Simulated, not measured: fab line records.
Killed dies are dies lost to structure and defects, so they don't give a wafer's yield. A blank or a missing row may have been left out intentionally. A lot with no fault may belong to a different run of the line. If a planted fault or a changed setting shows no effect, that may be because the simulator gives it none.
Matching of chambers -- flow nand-harc -- rie-diel-02 running NHARC_A_ZERO_WELL_ETCH_19: 4 sister chambers
The step etches the open film in N2/H2, target depth 80 nm, overetch 24 nm, time 87.88 s. 18 wafers are shown with their chamber, then 9 later ones without.

== WAFERS PAIRED WITH THEIR CHAMBERS ==
wafer,chamber,showerhead-plenum-p-Torr (Torr),drypump-motor-current-A (A),rf-vpp-V (V)
L074.1,2,1.97,5.9,429.7
L074.2,0,2.13,5.5,433.4
L074.6,2,1.97,5.9,428.8
L078.1,0,2.12,5.5,433.6
L078.3,3,2.16,5.5,433.4
L078.4,2,1.96,5.9,429.5
L078.2,1,2.05,5.2,430.4
L078.5,3,2.16,5.6,433.7
L078.6,2,1.96,5.9,427.8
L084.2,1,2.05,5.2,431.3
L084.5,1,2.05,5.2,431.4
L084.6,0,2.12,5.5,433.3
L087.1,2,1.96,5.9,427.0
L087.2,1,2.04,5.2,430.7
L087.5,2,1.96,5.9,427.8
L088.1,0,2.12,5.5,432.1
L088.3,1,2.04,5.2,431.3
L088.4,3,2.16,5.5,433.9

SIGNATURES, as means of the wafers listed above
reading,chamber 0,chamber 1,chamber 2,chamber 3,scatter within a chamber
showerhead-plenum-p-Torr,2.1225,2.0460,1.9633,2.1600,0.00484
drypump-motor-current-A,5.500,5.200,5.900,5.533,0.0218
rf-vpp-V,433.100,431.020,428.433,433.667,0.757
Rule: distance of a wafer from a chamber = root of the sum over the readings of ((wafer's reading minus chamber's mean) / reading's scatter) squared. If the next closest chamber is less than 2 further off than the closest, the wafer can't be placed; otherwise it belongs to the closest. The scatter: the root of (the sum of the squares of (reading less its chamber's mean) over the shown wafers, divided by (wafers less chambers)).

== WAFERS WHOSE CHAMBER IS MISSING ==
wafer,showerhead-plenum-p-Torr (Torr),drypump-motor-current-A (A),rf-vpp-V (V)
L089.1,2.12,5.5,432.1
L089.5,1.96,5.9,428.6
L089.6,2.04,5.2,431.4
L091.4,2.15,5.5,434.9
L091.5,2.12,5.6,432.8
L091.6,2.15,5.5,433.9
L094.2,2.04,5.2,431.8
L094.3,1.96,5.9,428.5
L094.5,2.15,5.6,434.0

== CHAMBER TAKEN BY EACH ==
wafer,from the rows above,in truth
L089.1,0,0
L089.5,2,2
L089.6,1,1
L091.4,3,3
L091.5,0,0
L091.6,3,3
L094.2,1,1
L094.3,2,2
L094.5,3,3
Placed correctly: 9 of 9. Left unplaced by these rows: 0. 0 placed wrongly.
